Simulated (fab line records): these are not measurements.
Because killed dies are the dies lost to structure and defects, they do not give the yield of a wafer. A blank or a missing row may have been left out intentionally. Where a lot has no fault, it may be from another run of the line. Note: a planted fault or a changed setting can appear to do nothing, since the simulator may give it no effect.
Which tool did it? + flow nandHarc + 24 lots, 72 wafers sampled, at 1 step of a route of 1302

## WHAT EACH GAUGE READ, for each wafer
NHARC_A_ONON_D1_THK_MEAS_34: measures by ellipsometry.
| lot  | measured     | on           | thkNm (nm)        |
|------|--------------|--------------|-------------------|
| L074 | day 8 02:41  | filmMetro-01 | 201.0 202.5 202.9 |
| L075 | day 8 21:33  | filmMetro-01 | 199.3 198.8 195.1 |
| L076 | day 9 01:21  | filmMetro-01 | 201.1 200.4 200.2 |
| L077 | day 9 07:02  | filmMetro-02 | 196.0 201.8 200.6 |
| L078 | day 9 20:59  | filmMetro-01 | 202.9 199.5 201.1 |
| L080 | day 10 17:55 | filmMetro-02 | 197.1 198.4 200.0 |
| L079 | day 10 17:55 | filmMetro-01 | 195.4 193.2 200.4 |
| L081 | day 11 09:49 | filmMetro-01 | 198.8 202.6 197.7 |
| L082 | day 12 04:40 | filmMetro-02 | 196.9 200.0 200.8 |
| L083 | day 12 17:13 | filmMetro-01 | 196.2 200.5 199.3 |
| L084 | day 12 17:13 | filmMetro-01 | 196.7 200.3 199.2 |
| L086 | day 13 00:21 | filmMetro-02 | 201.0 198.2 202.1 |
| L085 | day 13 00:22 | filmMetro-01 | 198.9 194.9 200.9 |
| L087 | day 13 11:09 | filmMetro-01 | 198.6 202.3 199.6 |
| L088 | day 14 18:38 | filmMetro-01 | 198.1 199.9 201.9 |
| L091 | day 15 04:26 | filmMetro-01 | 195.2 198.7 201.1 |
| L089 | day 15 04:28 | filmMetro-02 | 202.7 199.7 200.5 |
| L090 | day 15 08:43 | filmMetro-02 | 191.9 195.0 200.8 |
| L092 | day 15 15:14 | filmMetro-02 | 200.5 201.7 201.4 |
| L093 | day 16 03:59 | filmMetro-02 | 199.6 201.6 199.9 |
| L094 | day 16 13:36 | filmMetro-01 | 201.5 205.4 203.7 |
| L095 | day 16 23:34 | filmMetro-01 | 197.6 205.1 202.7 |
| L096 | day 17 19:30 | filmMetro-02 | 197.9 199.3 202.3 |
| L097 | day 17 19:39 | filmMetro-01 | 200.6 200.7 204.9 |

## WHAT TOOL EACH LOT RAN ON (gives the tool, then ch and the chambers of the sampled wafers, and finally the start)
No process step before these readings appears in the record.

## AS READ BY THE TOOLS THEMSELVES (means over the sampled wafers that have a number; for cases with no such wafer, the mark the record gives instead)
The record holds no such reading with a usual standard deviation.

## THE ANSWER, worked out from the rows above alone
Rule: usual is defined by the lots themselves. Put in order of their means at a reading, lots are off if they are a third of the lots or fewer, leave a main group of 4 or more, and stand apart from it by a gap of 3 or more times the standard deviation of the main group's means; of several such gaps the widest counts. A main group whose means are all the same, to the digits that the tables above print for the reading, isn't used. Also off: a lot with no number at a reading for which 4 or more lots have one. All remaining lots with rows at the step are treated as sound. The gauges are gone through in route order, then the tools' own readings, and for those a lot's mean is taken as printed above. The first step at which some lot is off is used, and at that step the reading that is off furthest; a lot without a number counts as furthest.
Nothing can be told from this: no lot is off at any reading shown.

## WHAT THE SIMULATOR HAD PUT IN
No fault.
